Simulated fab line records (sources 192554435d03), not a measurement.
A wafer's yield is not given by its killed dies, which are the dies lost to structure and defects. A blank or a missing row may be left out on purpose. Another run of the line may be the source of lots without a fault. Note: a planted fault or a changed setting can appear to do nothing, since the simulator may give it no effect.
fab line records	flow n5Finfet
record: lots: 11	wafers: 33	lastDay: 19
route steps=1938 shown ZERO_LAYER@15 PMOS_HMC_CHANNEL_EPI@57 PASSIVATION@1936
lots untouched by any fault: they come from a run of this same line in which no faults occurred
startH: hours from the record's opening day to when the first of the lot's shown wafers began	waitH: time in hours since the lot's previous step	" same as the row above	L1.1+2: a single row standing in for several wafers	- no value, or no start was given	* or withheld: withheld	< > ~ a bound
route shown NAME@n: names a module that has steps shown in the file, with the first one's number in the route	usual: mean/standard deviation of fault-free wafers	same: alike in all rows	chamber/n: place in a boat	sites: per-site readings	_std_site: the standard deviation of these	_edge_site: outer sites' mean less inner sites'	radiusMm: for every site, how far away it sits from the centre of the wafer	mask NAME#n: copy n	behind: the last tool/chamber to shape the wafer	hold: why the lot was held/for how many hours/how that ended	device: names the non-switching transistor (n, p or np)	end of line: the same wafers' tests at the end of the route	for a step that has no rows: nothing shown but its recipe	killed: count of dies lost to structure and defects at first sort (not the wafer's yield)	map: a wafer's dies, marking killed ones x, the rest . and places with no die _
set.NAME: the run value of the setting; set.NAME@STEP: its run value at that earlier step	model.NAME: the simulator's own value behind a step, which no gauge read
route steps across a sampled set of lots; one table per step, one row per wafer
services: a tool's chamber out of use, with start hour (startH, from the record's first day; less than 0 if before it), hours out, and reason
== steps ==
step: N5_ZERO_LAYER_ETCH_17
recipe: chemistry: CF4	target: SiO2	targetDepthA: 120	timeS: 13.3	ionEnergyEv: 350	pressureMtorr: 40	sourceW: 450	biasW: 215	Ar_flow_sccm: 100	cf4FlowSccm: 100
usual: drypumpMotorCurrentA: 5.6/0.54	oesProductAu: 0.77/0.077	rfVppV: 950/4.9	showerheadPlenumPTorr: 2.16/0.08	throttleValvePct: 15.79/0.24
lot.wafer	tool	chamber	startH	waitH	drypumpMotorCurrentA	oesProductAu	rfHoursCounterH	rfVppV	showerheadPlenumPTorr	throttleValvePct
L418.1	rieDiel-05	3	12.84	0.0	6.1	0.68	235	945	2.11	15.70
L418.3	"	2	"	"	5.0	0.70	222	941	2.03	16.08
L418.5	"	3	"	"	6.1	0.68	-	948	2.11	15.69
L425.1	rieDiel-05	3	55.14	0.0	6.1	0.67	250	947	2.11	15.73
L425.2	"	2	"	"	5.0	0.68	237	941	2.03	16.11
L425.6	"	2	"	"	5.0	0.68	-	942	2.03	16.10
L426.1	rieDiel-03	0	60.71	0.0	4.9	0.79	122	944	2.06	15.81
L426.4	"	2	"	"	6.1	0.72	197	953	2.22	15.77
L426.5	"	3	"	"	6.3	0.69	-	947	2.13	16.18
L428.2	rieDiel-04	1	72.86	0.0	4.9	0.76	129	955	2.24	15.99
L428.5	"	3	"	"	4.9	0.77	-	954	2.22	15.71
L428.6	"	1	"	"	4.9	0.77	-	953	2.24	15.99
L429.2	rieDiel-04	2	78.73	0.0	5.1	0.74	165	943	2.06	15.73
L429.5	"	0	"	"	5.3	0.76	-	949	2.15	15.40
L429.6	"	1	"	"	4.9	0.76	-	954	2.24	16.01
L430.1	rieDiel-05	3	84.86	0.0	6.1	0.95	3	947	2.11	15.26
L430.3	"	2	"	"	5.0	0.67	246	942	2.03	16.12
L430.5	"	3	"	"	6.1	0.94	-	948	2.11	15.25
L437.2	rieDiel-03	3	126.84	0.0	6.3	0.69	242	945	2.12	16.22
L437.3	"	0	"	"	4.9	0.77	141	943	2.05	15.85
L437.4	"	2	"	"	6.1	0.72	215	953	2.21	15.78
L438.3	rieDiel-05	0	132.87	0.0	5.8	0.85	51	955	2.27	15.52
L438.5	"	3	"	"	6.1	0.91	-	945	2.10	15.29
L438.6	"	0	"	"	5.8	0.85	-	954	2.27	15.55
L439.2	rieDiel-03	3	138.90	0.0	6.3	0.69	245	947	2.12	16.22
L439.5	"	1	"	"	6.1	0.75	-	949	2.15	15.85
L439.6	"	2	"	"	6.1	0.72	-	953	2.21	15.77
L440.1	rieDiel-03	2	144.84	0.0	6.1	0.71	220	953	2.21	15.80
L440.2	"	0	"	"	4.9	0.77	145	943	2.05	15.87
L440.5	"	2	"	"	6.1	0.72	-	953	2.21	15.79
L441.3	rieDiel-03	2	151.41	0.0	6.1	0.72	222	953	2.21	15.79
L441.4	"	1	"	"	6.1	0.73	147	949	2.15	15.86
L441.5	"	3	"	"	6.3	0.68	-	947	2.12	16.21
step: N5_ZERO_LAYER_STRIP_24
recipe: chemistry: O2	powerW: 1000	tempC: 250	overashFraction: 0.3	pressureMtorr: 1000	o2FlowSccm: 6750
usual: drypumpMotorCurrentA: 5.21/0.26	heaterPowerW: 339/41	oesProductAu: 0.647/0.0046	stripTimeToEndpointS: 43.87/0.094
lot.wafer	tool	chamber	startH	waitH	drypumpMotorCurrentA	heaterPowerW	oesProductAu	rfHoursCounterH	stripTimeToEndpointS
L418.1	plasmaAsher-01	1	13.02	0.1	5.48	284	0.644	24	43.81
L418.3	"	0	"	"	4.81	327	0.643	-	43.82
L418.5	"	1	"	"	5.47	279	0.646	-	43.90
L425.1	plasmaAsher-01	0	55.32	0.1	4.82	337	0.643	33	43.95
L425.2	"	1	"	"	5.48	283	0.647	33	43.95
L425.6	"	0	"	"	4.82	336	0.647	-	43.88
L426.1	plasmaAsher-01	1	60.89	0.1	5.46	287	0.648	34	43.86
L426.4	"	0	"	"	4.83	337	0.656	-	43.85
L426.5	"	1	"	"	5.48	286	0.645	-	43.87
L428.2	plasmaAsher-01	0	73.06	0.1	4.80	346	0.643	36	43.95
L428.5	"	0	"	"	4.79	331	0.646	-	43.87
L428.6	"	1	"	"	5.48	280	0.644	-	43.91
L429.2	plasmaAsher-02	0	78.91	0.1	5.39	397	0.638	90	43.83
L429.5	"	0	"	"	5.40	404	0.647	-	43.93
L429.6	"	1	"	"	5.17	355	0.647	-	43.98
L430.1	plasmaAsher-01	0	85.03	0.1	4.80	333	0.649	39	43.87
L430.3	"	0	"	"	4.81	340	0.646	-	43.86
L430.5	"	0	"	"	4.83	335	0.647	-	43.75
L437.2	plasmaAsher-01	1	127.02	0.1	5.45	285	0.642	46	43.90
L437.3	"	1	"	"	5.45	281	0.643	-	43.90
L437.4	"	0	"	"	4.82	330	0.643	-	43.96
L438.3	plasmaAsher-02	0	133.07	0.1	5.38	393	0.646	-	43.76
L438.5	"	0	"	"	5.39	395	0.656	-	43.84
L438.6	"	1	"	"	5.19	361	0.642	-	43.77
L439.2	plasmaAsher-02	1	139.07	0.1	5.20	350	0.648	102	43.81
L439.5	"	1	"	"	5.20	350	0.643	-	43.83
L439.6	"	0	"	"	5.38	400	0.653	-	43.68
L440.1	plasmaAsher-02	1	145.02	0.1	5.20	364	0.640	104	43.80
L440.2	"	0	"	"	5.38	406	0.645	104	43.86
L440.5	"	0	"	"	5.40	388	0.646	-	43.86
L441.3	plasmaAsher-01	0	151.60	0.1	4.79	328	0.652	-	43.65
L441.4	"	1	"	"	5.46	282	0.649	-	43.80
L441.5	"	0	"	"	4.80	340	0.657	-	43.67
step: N5_PMOS_HMC_CHANNEL_EPI_HM_DEP_34
recipe: material: SiO2	targetThkA: 360	tempC: 400	precursor: TEOS/O2	pressureTorr: 6.5	rfW: 900	teosFlowSccm: 161.4	gas: O2	flowSccm: 2650	timeS: 6.9
usual: chamberPressureTorr: 6.498/0.014	heaterPowerW: 528/76	showerheadPlenumPTorr: 8.35/0.033	throttleValvePct: 18.8/1.1
lot.wafer	tool	chamber	startH	waitH	chamberPressureTorr	heaterPowerW	showerheadPlenumPTorr	throttleValvePct
L418.1	pecvd-01	2	17.25	0.0	6.499	563	8.33	19.9
L418.3	"	1	"	"	6.513	570	8.35	20.4
L418.5	"	1	"	"	6.482	570	8.32	20.3
L425.1	pecvd-03	2	59.39	0.0	6.502	579	8.36	17.4
L425.2	"	1	"	"	6.493	468	8.40	17.8
L425.6	"	0	"	"	6.507	571	8.32	18.7
L426.1	pecvd-01	2	64.58	0.0	6.493	580	8.35	20.0
L426.4	"	1	"	"	6.509	492	8.33	20.2
L426.5	"	2	"	"	6.502	557	8.35	20.0
L428.2	pecvd-04	0	77.70	0.0	6.500	380	8.28	17.1
L428.5	"	0	"	"	6.499	392	8.30	17.1
L428.6	"	1	"	"	6.481	629	8.32	19.8
L429.2	pecvd-03	1	82.79	0.0	6.512	503	8.40	17.7
L429.5	"	1	"	"	6.496	508	8.39	17.6
L429.6	"	0	"	"	6.472	513	8.30	18.9
L430.1	pecvd-04	2	89.20	0.0	6.478	484	8.36	17.2
L430.3	"	0	"	"	6.490	381	8.28	17.4
L430.5	"	1	"	"	6.514	615	8.30	19.7
L437.2	pecvd-03	0	131.47	0.0	6.525	547	8.32	18.9
L437.3	"	2	"	"	6.499	583	8.38	17.2
L437.4	"	1	"	"	6.489	418	8.40	18.0
L438.3	pecvd-01	0	136.63	0.0	6.513	521	8.38	18.9
L438.5	"	0	"	"	6.505	548	8.39	18.5
L438.6	"	1	"	"	6.473	500	8.33	20.4
L439.2	pecvd-01	2	142.91	0.0	6.488	574	8.37	19.5
L439.5	"	2	"	"	6.490	585	8.35	19.7
L439.6	"	1	"	"	6.509	568	8.33	20.3
L440.1	pecvd-04	0	149.32	0.0	6.478	376	8.29	17.5
L440.2	"	1	"	"	6.481	621	8.34	19.6
L440.5	"	2	"	"	6.496	503	8.36	17.3
L441.3	pecvd-03	1	155.73	0.1	6.482	529	8.39	17.9
L441.4	"	2	"	"	6.493	438	8.38	17.3
L441.5	"	1	"	"	6.474	532	8.42	17.7
step: N5_PMOS_HMC_CHANNEL_EPI_OVL_MEAS_10
recipe: pointsPerWafer: 44
usual: PMOS_HMC_BLK_OVL: -0.3/0.81
same: pointsPerWafer: 44
lot.wafer	tool	chamber	startH	waitH	PMOS_HMC_BLK_OVL[nm]
L418.1	overlay-02	0	17.68	0.0	0.2
L418.3	"	0	"	"	-1.0
L418.5	"	0	"	"	-1.2
L425.1	overlay-02	0	59.83	0.0	-0.8
L425.2	"	0	"	"	-0.9
L425.6	"	0	"	"	-0.1
L426.1	overlay-01	0	64.89	0.0	-0.7
L426.4	"	0	"	"	-0.2
L426.5	"	0	"	"	1.0
L428.2	overlay-01	0	78.13	0.0	-1.1
L428.5	"	0	"	"	-0.2
L428.6	"	0	"	"	-0.6
L429.2	overlay-01	0	83.22	0.0	0.5
L429.5	"	0	"	"	1.2
L429.6	"	0	"	"	1.3
L430.1	overlay-02	0	89.63	0.0	-0.7
L430.3	"	0	"	"	-0.8
L430.5	"	0	"	"	-1.3
L437.2	overlay-01	0	131.78	0.0	-0.9
L437.3	"	0	"	"	-0.3
L437.4	"	0	"	"	-0.2
L438.3	overlay-01	0	137.06	0.0	0.3
L438.5	"	0	"	"	0.5
L438.6	"	0	"	"	-0.3
L439.2	overlay-02	0	143.34	0.0	0.3
L439.5	"	0	"	"	-0.4
L439.6	"	0	"	"	0.1
L440.1	overlay-02	0	149.63	0.0	0.0
L440.2	"	0	"	"	-1.1
L440.5	"	0	"	"	0.4
L441.3	overlay-01	0	156.17	0.0	1.5
L441.4	"	0	"	"	1.0
L441.5	"	0	"	"	1.2
step: N5_PMOS_HMC_CHANNEL_EPI_INSPECT_11
recipe: mode: adi	inspectInstrument: macro
usual: rawDefectCount: 2.2/1.4
lot.wafer	tool	chamber	startH	waitH	rawDefectCount
L418.1	defectInspect-01	-	17.71	0.0	0
L418.3	"	-	"	"	6
L418.5	"	-	"	"	2
L425.1	defectInspect-01	-	59.85	0.0	0
L425.2	"	-	"	"	0
L425.6	"	-	"	"	2
L426.1	defectInspect-01	-	64.91	0.0	1
L426.4	"	-	"	"	3
L426.5	"	-	"	"	1
L428.2	defectInspect-02	-	78.16	0.0	1
L428.5	"	-	"	"	1
L428.6	"	-	"	"	1
L429.2	defectInspect-01	-	83.25	0.0	5
L429.5	"	-	"	"	2
L429.6	"	-	"	"	1
L430.1	defectInspect-02	-	89.66	0.0	2
L430.3	"	-	"	"	1
L430.5	"	-	"	"	3
L437.2	defectInspect-02	-	131.80	0.0	4
L437.3	"	-	"	"	0
L437.4	"	-	"	"	2
L438.3	defectInspect-01	-	137.09	0.0	>300
L438.5	"	-	"	"	>300
L438.6	"	-	"	"	>300
L439.2	defectInspect-02	-	143.37	0.0	>300
L439.5	"	-	"	"	>300
L439.6	"	-	"	"	>300
L440.1	defectInspect-02	-	149.65	0.0	3
L440.2	"	-	"	"	5
L440.5	"	-	"	"	5
L441.3	defectInspect-02	-	156.19	0.0	3
L441.4	"	-	"	"	3
L441.5	"	-	"	"	2
step: N5_PASSIVATION_PROBE_49
usual: killed_at_M0_to_M3: 35/12	killed_at_M4_up: 13/5.8	killedAtContacts: 12/5.5	killedAtFrontEnd: 36/9.9	killedAtOther: 4/3.7	killedDies: 101/18	killedOpen: 66/13	killedShort: 33/8
same: grossDies: 1180	killedAtBackSide: 0
lot.wafer	tool	chamber	startH	waitH	killed_at_M0_to_M3	killed_at_M4_up	killedAtContacts	killedAtFrontEnd	killedAtOther	killedDies	killedOpen	killedShort
L418.1	prober-01	-	270.78	0.0	27	14	14	27	1	83	62	21
L418.3	prober-01	-	270.88	0.1	31	17	11	28	5	92	68	24
L418.5	prober-01	-	270.98	0.2	26	13	9	32	0	80	42	38
L426.1	prober-02	-	330.38	0.0	24	8	17	36	2	87	59	23
L426.4	prober-02	-	330.53	0.2	44	20	19	28	4	115	69	45
L426.5	prober-02	-	330.58	0.2	37	10	21	24	5	97	68	29
L425.1	prober-02	-	332.34	0.0	37	10	12	44	1	104	65	39
L425.2	prober-02	-	332.39	0.1	43	11	7	36	2	99	60	39
L425.6	prober-02	-	332.59	0.3	29	8	15	40	3	95	62	32
L429.2	prober-02	-	365.07	0.1	23	12	20	40	8	103	66	36
L429.5	prober-02	-	365.22	0.2	24	23	17	31	6	101	71	30
L429.6	prober-02	-	365.27	0.3	25	12	14	40	4	95	63	27
L430.1	prober-01	-	368.84	0.0	26	13	7	35	1	82	51	25
L430.3	prober-01	-	368.94	0.1	21	15	4	32	4	76	56	20
L430.5	prober-01	-	369.04	0.2	29	9	5	41	3	87	59	28
L428.2	prober-01	-	370.20	0.1	79	20	17	28	7	151	101	47
L428.5	prober-01	-	370.35	0.2	71	17	13	34	2	137	78	57
L428.6	prober-01	-	370.40	0.3	34	14	20	47	2	117	83	34
L437.2	prober-02	-	412.14	0.1	30	20	17	39	0	106	62	38
L437.3	prober-02	-	412.19	0.1	40	15	24	42	3	124	85	35
L437.4	prober-02	-	412.24	0.2	20	21	12	39	0	92	62	29
L439.2	prober-01	-	417.78	0.1	23	10	5	181	7	226	48	18
L439.5	prober-01	-	417.93	0.2	27	16	5	171	1	220	50	18
L439.6	prober-01	-	417.98	0.3	46	17	6	195	4	268	75	27
L440.1	prober-01	-	428.96	0.0	24	16	12	30	3	85	57	27
L440.2	prober-01	-	429.01	0.1	41	16	5	39	11	112	75	37
L440.5	prober-01	-	429.16	0.2	42	16	15	44	6	123	90	31
L438.3	prober-02	-	429.58	0.1	24	9	8	170	1	212	42	27
L438.5	prober-02	-	429.68	0.2	16	7	10	175	6	214	48	22
L438.6	prober-02	-	429.73	0.3	35	12	10	186	1	244	63	31
L441.3	prober-02	-	448.33	0.1	22	3	9	32	2	68	38	28
L441.4	prober-02	-	448.38	0.2	45	10	20	54	2	131	93	38
L441.5	prober-02	-	448.43	0.2	39	14	18	32	2	105	65	38
killed by level:class
L418.1 MOL_CONTACT_COAG:geometricParticle:open=13 GATE_CUT:geometricParticle:open=7 BEOL_M4:geometricParticle:open=7 STI_FIN_REVEAL:geometricParticle:open=6 BEOL_M3:geometricParticle:open=6 FIN_SAQP:geometricParticle:short=4 BEOL_M0_SAQP:geometricParticle:short=4 BEOL_M0_SAQP:geometricParticle:open=4
L418.3 BEOL_M0_SAQP:geometricParticle:open=11 MOL_CONTACT_COAG:geometricParticle:open=9 BEOL_M4:geometricParticle:open=8 BEOL_M3:geometricParticle:open=6 FIN_SAQP:geometricParticle:open=5 BEOL_M1:geometricParticle:open=5 STARTING-WAFER:geometricParticle:open=5 FIN_SAQP:geometricParticle:short=4
L418.5 GATE_CUT:geometricParticle:short=8 STI_FIN_REVEAL:geometricParticle:open=7 MOL_CONTACT_COAG:geometricParticle:open=7 BEOL_M0_SAQP:geometricParticle:short=7 BEOL_M4:geometricParticle:open=7 FIN_SAQP:geometricParticle:short=6 BEOL_M0_SAQP:geometricParticle:open=6 BEOL_M0:geometricParticle:open=5
L426.1 MOL_CONTACT_COAG:geometricParticle:open=14 DUMMY_GATE:geometricParticle:open=6 BEOL_M0_SAQP:geometricParticle:short=6 FIN_SAQP:geometricParticle:open=5 STI_FIN_REVEAL:geometricParticle:open=5 BEOL_M2:geometricParticle:open=5 BEOL_M3:geometricParticle:open=5 BEOL_M0_SAQP:geometricParticle:open=4
L426.4 MOL_CONTACT_COAG:geometricParticle:open=12 BEOL_M0_SAQP:geometricParticle:short=12 BEOL_M0_SAQP:geometricParticle:open=11 BEOL_M2:geometricParticle:open=9 STI_FIN_REVEAL:geometricParticle:open=7 MOL_CONTACT_COAG:geometricParticle:short=7 BEOL_M4:geometricParticle:open=6 BEOL_M3:geometricParticle:open=6
L426.5 MOL_CONTACT_COAG:geometricParticle:open=18 BEOL_M2:geometricParticle:open=9 FIN_SAQP:geometricParticle:short=7 BEOL_M0_SAQP:geometricParticle:open=7 BEOL_M3:geometricParticle:open=6 DUMMY_GATE:geometricParticle:open=5 BEOL_M0_SAQP:geometricParticle:short=5 BEOL_M1:geometricParticle:open=5
L425.1 FIN_SAQP:geometricParticle:open=13 BEOL_M0_SAQP:geometricParticle:open=9 BEOL_M0_SAQP:geometricParticle:short=9 BEOL_M3:geometricParticle:open=9 GATE_CUT:geometricParticle:short=8 MOL_CONTACT_COAG:geometricParticle:open=8 MOL_CONTACT_COAG:geometricParticle:short=4 BEOL_M4:geometricParticle:open=4
L425.2 BEOL_M0_SAQP:geometricParticle:short=15 BEOL_M0_SAQP:geometricParticle:open=12 FIN_SAQP:geometricParticle:open=9 BEOL_M2:geometricParticle:open=8 FIN_SAQP:geometricParticle:short=6 MOL_CONTACT_COAG:geometricParticle:open=6 STI_FIN_REVEAL:geometricParticle:open=5 BEOL_M4:geometricParticle:open=4
L425.6 MOL_CONTACT_COAG:geometricParticle:open=11 FIN_SAQP:geometricParticle:open=10 GATE_CUT:geometricParticle:short=7 STI_FIN_REVEAL:geometricParticle:open=7 BEOL_M2:geometricParticle:open=6 BEOL_M0_SAQP:geometricParticle:open=5 BEOL_M1:geometricParticle:open=5 MOL_CONTACT_COAG:geometricParticle:short=4
L429.2 MOL_CONTACT_COAG:geometricParticle:open=16 FIN_SAQP:geometricParticle:short=8 FIN_SAQP:geometricParticle:open=7 BEOL_M0_SAQP:geometricParticle:short=7 BEOL_M4:geometricParticle:open=6 BEOL_M0_SAQP:geometricParticle:open=6 STI_FIN_REVEAL:geometricParticle:open=5 DUMMY_GATE:geometricParticle:open=4
L429.5 MOL_CONTACT_COAG:geometricParticle:open=14 BEOL_M4:geometricParticle:open=13 BEOL_M0_SAQP:geometricParticle:open=9 FIN_SAQP:geometricParticle:open=5 FIN_SAQP:geometricParticle:short=5 GATE_CUT:geometricParticle:short=4 BEOL_M1:geometricParticle:open=4 BEOL_M4:geometricParticle:short=4
L429.6 FIN_SAQP:geometricParticle:open=10 MOL_CONTACT_COAG:geometricParticle:open=9 FIN_SAQP:geometricParticle:short=7 BEOL_M4:geometricParticle:open=6 BEOL_M0_SAQP:geometricParticle:open=5 BEOL_M0_SAQP:geometricParticle:short=5 DUMMY_GATE:geometricParticle:open=4 ILD0:geometricParticle:open=4
L430.1 MOL_CONTACT_COAG:geometricParticle:open=7 BEOL_M0_SAQP:geometricParticle:open=7 BEOL_M1:geometricParticle:open=7 SPACER0:geometricParticle:short=6 GATE_CUT:geometricParticle:short=4 STARTING-WAFER:geometricParticle:open=4 HKMG_FIN:areaEtch=4 STI_FIN_REVEAL:geometricParticle:open=3
L430.3 BEOL_M3:geometricParticle:open=9 STARTING-WAFER:geometricParticle:short=5 SPACER0:geometricParticle:short=4 SPACER0:geometricParticle:open=4 GATE_CUT:geometricParticle:open=4 BEOL_M0:geometricParticle:open=4 BEOL_M2:geometricParticle:open=4 BEOL_M8:geometricParticle:open=4
L430.5 BEOL_M0_SAQP:geometricParticle:open=9 BEOL_M1:geometricParticle:open=6 BEOL_M2:geometricParticle:open=6 FIN_SAQP:geometricParticle:short=5 DUMMY_GATE:geometricParticle:open=5 SPACER0:geometricParticle:open=5 GATE_CUT:geometricParticle:short=4 MOL_CONTACT_COAG:geometricParticle:open=4
L428.2 BEOL_M0_SAQP:geometricParticle:open=20 BEOL_M0_SAQP:geometricParticle:short=19 MOL_CONTACT_COAG:geometricParticle:open=12 BEOL_M3:geometricParticle:open=12 STI_FIN_REVEAL:geometricParticle:open=10 BEOL_M1:geometricParticle:open=9 BEOL_M4:geometricParticle:open=8 MOL_CONTACT_COAG:geometricParticle:short=5
L428.5 BEOL_M0_SAQP:geometricParticle:short=26 BEOL_M0_SAQP:geometricParticle:open=16 MOL_CONTACT_COAG:geometricParticle:open=12 FIN_SAQP:geometricParticle:short=9 BEOL_M4:geometricParticle:open=9 BEOL_M1:geometricParticle:open=7 FIN_SAQP:geometricParticle:open=6 BEOL_M1:geometricParticle:short=6
L428.6 MOL_CONTACT_COAG:geometricParticle:open=19 STI_FIN_REVEAL:geometricParticle:open=13 BEOL_M0_SAQP:geometricParticle:short=10 DUMMY_GATE:geometricParticle:open=8 GATE_CUT:geometricParticle:short=6 BEOL_M0_SAQP:geometricParticle:open=6 FIN_SAQP:geometricParticle:open=5 BEOL_M1:geometricParticle:open=5
L437.2 MOL_CONTACT_COAG:geometricParticle:open=14 FIN_SAQP:geometricParticle:short=12 BEOL_M1:geometricParticle:open=10 GATE_CUT:geometricParticle:short=7 FIN_SAQP:geometricParticle:open=5 BEOL_M0_SAQP:geometricParticle:open=5 BEOL_M4:geometricParticle:open=5 BEOL_M4:geometricParticle:short=5
L437.3 MOL_CONTACT_COAG:geometricParticle:open=21 BEOL_M0_SAQP:geometricParticle:open=14 BEOL_M4:geometricParticle:open=10 DUMMY_GATE:geometricParticle:open=7 FIN_SAQP:geometricParticle:open=6 STI_FIN_REVEAL:geometricParticle:open=6 BEOL_M1:geometricParticle:open=6 BEOL_M1:geometricParticle:short=6
L437.4 STI_FIN_REVEAL:geometricParticle:open=12 BEOL_M4:geometricParticle:open=12 FIN_SAQP:geometricParticle:short=8 MOL_CONTACT_COAG:geometricParticle:open=7 BEOL_M3:geometricParticle:open=7 BEOL_M4:geometricParticle:short=4 MOL_CONTACT_COAG:geometricParticle:short=4 FIN_SAQP:geometricParticle:open=3
L439.2 PMOS_HMC_CHANNEL_EPI:unspecified=160 BEOL_M0:geometricParticle:open=7 FIN_SAQP:geometricParticle:open=6 BEOL_M4:geometricParticle:open=6 STI_FIN_REVEAL:geometricParticle:open=4 BEOL_M0_SAQP:geometricParticle:short=4 BEOL_M1:geometricParticle:open=4 PASS1_CAP:geometricParticle:short=4
L439.5 PMOS_HMC_CHANNEL_EPI:unspecified=151 BEOL_M1:geometricParticle:open=8 BEOL_M3:geometricParticle:open=7 FIN_SAQP:geometricParticle:open=4 MOL_CONTACT_COAG:geometricParticle:open=4 STARTING-WAFER:geometricParticle:open=4 FIN_SAQP:geometricParticle:short=3 STI_FIN_REVEAL:geometricParticle:open=3
L439.6 PMOS_HMC_CHANNEL_EPI:unspecified=160 FIN_SAQP:geometricParticle:open=13 BEOL_M0_SAQP:geometricParticle:short=12 BEOL_M1:geometricParticle:open=12 BEOL_M4:geometricParticle:open=12 BEOL_M3:geometricParticle:open=7 BEOL_M0_SAQP:geometricParticle:open=6 MOL_CONTACT_COAG:geometricParticle:open=5
L440.1 BEOL_M2:geometricParticle:open=9 MOL_CONTACT_COAG:geometricParticle:open=7 BEOL_M4:geometricParticle:open=6 STI_FIN_REVEAL:geometricParticle:open=5 GATE_CUT:geometricParticle:short=5 MOL_CONTACT_COAG:geometricParticle:short=5 STARTING-WAFER:geometricParticle:short=4 FIN_SAQP:geometricParticle:short=3
L440.2 STI_FIN_REVEAL:geometricParticle:open=13 BEOL_M0_SAQP:geometricParticle:short=11 BEOL_M2:geometricParticle:open=11 BEOL_M1:geometricParticle:open=9 BEOL_M4:geometricParticle:open=9 FIN_SAQP:geometricParticle:short=8 PASS1_CAP:geometricParticle:open=6 MOL_CONTACT_COAG:geometricParticle:open=4
L440.5 FIN_SAQP:geometricParticle:open=15 MOL_CONTACT_COAG:geometricParticle:open=11 BEOL_M2:geometricParticle:open=11 BEOL_M1:geometricParticle:open=9 BEOL_M4:geometricParticle:open=7 DUMMY_GATE:geometricParticle:open=6 BEOL_M0_SAQP:geometricParticle:open=6 FIN_SAQP:geometricParticle:short=5
L438.3 PMOS_HMC_CHANNEL_EPI:unspecified=141 MOL_CONTACT_COAG:geometricParticle:open=8 STI_FIN_REVEAL:geometricParticle:open=6 BEOL_M0_SAQP:geometricParticle:short=5 BEOL_M0_SAQP:geometricParticle:open=5 FIN_SAQP:geometricParticle:open=4 FIN_SAQP:geometricParticle:short=3 STI_FIN_REVEAL:geometricParticle:short=3
L438.5 PMOS_HMC_CHANNEL_EPI:unspecified=142 FIN_SAQP:geometricParticle:open=13 MOL_CONTACT_COAG:geometricParticle:open=7 BEOL_M0_SAQP:geometricParticle:open=6 BEOL_M0_SAQP:geometricParticle:short=5 STARTING-WAFER:geometricParticle:open=5 STI_FIN_REVEAL:geometricParticle:open=4 FIN_SAQP:geometricParticle:short=3
L438.6 PMOS_HMC_CHANNEL_EPI:unspecified=149 BEOL_M0_SAQP:geometricParticle:short=15 STI_FIN_REVEAL:geometricParticle:open=10 FIN_SAQP:geometricParticle:open=9 BEOL_M0_SAQP:geometricParticle:open=9 MOL_CONTACT_COAG:geometricParticle:open=7 FIN_SAQP:geometricParticle:short=6 BEOL_M4:geometricParticle:open=5
L441.3 MOL_CONTACT_COAG:geometricParticle:open=7 BEOL_M0_SAQP:geometricParticle:open=7 STI_FIN_REVEAL:geometricParticle:open=5 DUMMY_GATE:geometricParticle:open=5 BEOL_M2:geometricParticle:open=5 FIN_SAQP:geometricParticle:short=4 BEOL_M0_SAQP:geometricParticle:short=4 FIN_SAQP:geometricParticle:open=3
L441.4 FIN_SAQP:geometricParticle:short=17 MOL_CONTACT_COAG:geometricParticle:open=16 STI_FIN_REVEAL:geometricParticle:open=12 BEOL_M0_SAQP:geometricParticle:open=12 BEOL_M1:geometricParticle:open=10 FIN_SAQP:geometricParticle:open=9 DUMMY_GATE:geometricParticle:open=8 BEOL_M3:geometricParticle:open=8
L441.5 MOL_CONTACT_COAG:geometricParticle:open=13 BEOL_M3:geometricParticle:open=8 BEOL_M0_SAQP:geometricParticle:short=7 STI_FIN_REVEAL:geometricParticle:open=7 FIN_SAQP:geometricParticle:short=6 BEOL_M2:geometricParticle:open=6 FIN_SAQP:geometricParticle:open=5 MOL_CONTACT_COAG:geometricParticle:short=5
== services ==
tool	chamber	startH	hours	kind
rieDiel-03	-	20.48	2.8	pm
pecvd-03	2	21.12	-	clean
pecvd-03	2	21.12	-	consumableReplace:showerhead
pecvd-03	2	21.12	29.0	scheduledDown
pecvd-03	2	21.12	29.0	ventCycle
pecvd-03	1	21.88	5.5	scheduledDown
rieDiel-03	3	28.11	2.7	repair
pecvd-03	0	28.94	5.5	scheduledDown
rieDiel-05	1	46.73	4.1	repair
rieDiel-05	3	56.25	-	clean
rieDiel-05	3	56.25	-	consumableReplace:focusRing
rieDiel-03	1	70.57	13.5	repair
rieDiel-04	2	71.52	4.8	repair
pecvd-03	-	84.72	2.8	pm
rieDiel-05	2	111.70	7.9	repair
pecvd-03	1	121.21	3.7	repair
pecvd-04	-	128.28	5.5	pm
pecvd-01	2	145.14	11.9	repair
rieDiel-05	-	147.63	0.9	repair
rieDiel-03	3	153.55	-	clean
rieDiel-03	3	153.55	-	consumableReplace:focusRing
rieDiel-03	3	153.55	24.3	scheduledDown
rieDiel-03	3	153.55	24.3	ventCycle
rieDiel-03	0	154.99	7.7	repair
== key ==
firstSign: step: N5_PMOS_HMC_CHANNEL_EPI_INSPECT_11	reading: rawDefectCount	direction: up	sigmas: 99+	usual: 2.2	struck: >300
effect: step: N5_PASSIVATION_PROBE_49	reading: killedAtFrontEnd	direction: up	sigmas: 14	usual: 36	struck: 180
moreKillsBornAt: N5_PMOS_HMC_CHANNEL_EPI_HM_DEP_34@pecvd-01: 903
metAt N5_PMOS_HMC_CHANNEL_EPI_HM_DEP_34
struckLots L438,L439
testerLeftOut L438,L439
notActingAt N5_ZERO_LAYER_ETCH_17,N5_ZERO_LAYER_STRIP_24,N5_PMOS_HMC_CHANNEL_EPI_OVL_MEAS_10
onsetBetween 64.58 136.63
fault: kind: chamberParticleSource	tool: pecvd-01	chamber: -	onsetH: 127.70	steps: N5_PMOS_HMC_CHANNEL_EPI_HM_DEP_34	ratePerVisitCm2: 1.9947	endH: 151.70
testerLeftOut: of these lots the tester's yield and bins aren't shown, on N5 and GAA mostly nor the transistor test; their killed dies are dies lost to structure and defects alone, not to doping, threshold or leakage, so they don't give the yield
